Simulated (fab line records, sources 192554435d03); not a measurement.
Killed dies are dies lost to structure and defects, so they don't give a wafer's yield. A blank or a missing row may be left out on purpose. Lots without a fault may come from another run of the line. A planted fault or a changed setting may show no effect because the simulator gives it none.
Split-lot experiment | flow n5_finfet | 7 lots, 21 wafers read, on a route of 1938 steps

THE SPLIT
At N5_BEOL_M8_VIA_ETCH_34 (etches SiCOH lowk in C4F6/O2, target depth 125.5 nm, time 50.5 s), the setting source_w was moved away from the recipe's 345 W on 6 of the 21 wafers read, by -11.3% to +9.8%. The other wafers ran this setting at the recipe's value.

The reading is taken at the split's own step.

THE READING
rf_vpp_V, in V, at N5_BEOL_M8_VIA_ETCH_34 (etches SiCOH lowk in C4F6/O2, target depth 125.5 nm, time 50.5 s). Fault-free wafers of this fab line usually give 670 V, standard deviation 5.8 V.

wafer  | tool, chamber at the split | source_w as run, W | against the recipe | rf_vpp_V, V | against lot-mates on the recipe
L075.3 | rie_diel-03, 3             | 345                | recipe             | 664         | -
L075.4 | rie_diel-03, 1             | 345                | recipe             | 661         | -
L075.5 | rie_diel-03, 1             | 345                | recipe             | 662         | -
L077.1 | rie_diel-03, 2             | 378.8              | +9.8%              | 645         | -32
L077.3 | rie_diel-03, 1             | 378.8              | +9.8%              | 629         | -48
L077.6 | rie_diel-03, 2             | 345                | recipe             | 677         | -
L086.1 | rie_diel-04, 2             | 345                | recipe             | 664         | -
L086.4 | rie_diel-04, 0             | 306.9              | -11.0%             | 704         | +40
L086.6 | rie_diel-04, 0             | 306.9              | -11.0%             | 705         | +41
L084.2 | rie_diel-03, 1             | 345                | recipe             | 660         | -
L084.5 | rie_diel-03, 3             | 345                | recipe             | 664         | -
L084.6 | rie_diel-03, 0             | 345                | recipe             | 666         | -
L087.3 | rie_diel-04, 1             | 345                | recipe             | 669         | -
L087.4 | rie_diel-04, 2             | 324.6              | -5.9%              | 684         | +18
L087.6 | rie_diel-04, 0             | 345                | recipe             | 664         | -
L091.1 | rie_diel-04, 1             | 345                | recipe             | 666         | -
L091.3 | rie_diel-04, 0             | 345                | recipe             | 662         | -
L091.4 | rie_diel-04, 1             | 345                | recipe             | 667         | -
L097.4 | rie_diel-01, 2             | 345                | recipe             | 670         | -
L097.5 | rie_diel-01, 1             | 306                | -11.3%             | 718         | +50
L097.6 | rie_diel-01, 0             | 345                | recipe             | 666         | -

THE FIT
A straight line over all 21 wafers: rf_vpp_V changes by -3.51 V for each +1% of source_w; r = -0.96; the points scatter about the line by 5.6 V.
The same after taking each lot's own level away (the mean of its wafers on the recipe; 21 wafers): -3.93 V for each +1%; r = -0.99; scatter 3.8 V.
On that fit, the largest move of source_w shifts the reading by 44 V.
The lots' own levels span 662.3 to 677.0 V, that is 2.5 times the standard deviation above.
So the lot-to-lot level changes the slope: the two fits differ.
Check: with one of the wafers moved furthest among these (-11.3%) left out of the fit, the line predicts +42.2 V for it against its lot-mates. It came out at +50 V against them.
Tool readings at the split's step, against how far the setting was moved: rf_vpp_V r = -0.96.

OTHER SPLITS ON THESE WAFERS
These wafers also went through other splits before the reading. Each is held against what the fit with the lots' levels taken away leaves over:
other split on the same wafers     | wafers away from the commonest value | r with rf_vpp_V (lot level and that fit taken away)
N5_BEOL_M6_PECVD_70 temp_c         | 10                                   | +0.19
N5_BEOL_M6_HM_DEP_02 target_thk_a  | 9                                    | -0.05
N5_BEOL_M7_ETCH_61 source_w        | 7                                    | +0.16
N5_BEOL_M7_ETCH_62 source_w        | 5                                    | +0.17
N5_BEOL_M7_TRENCH_ETCH_37 source_w | 8                                    | -0.20

THE FILE'S OWN FIT
rf_vpp_V changes by -3.98 V for each +1% of source_w, r = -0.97.
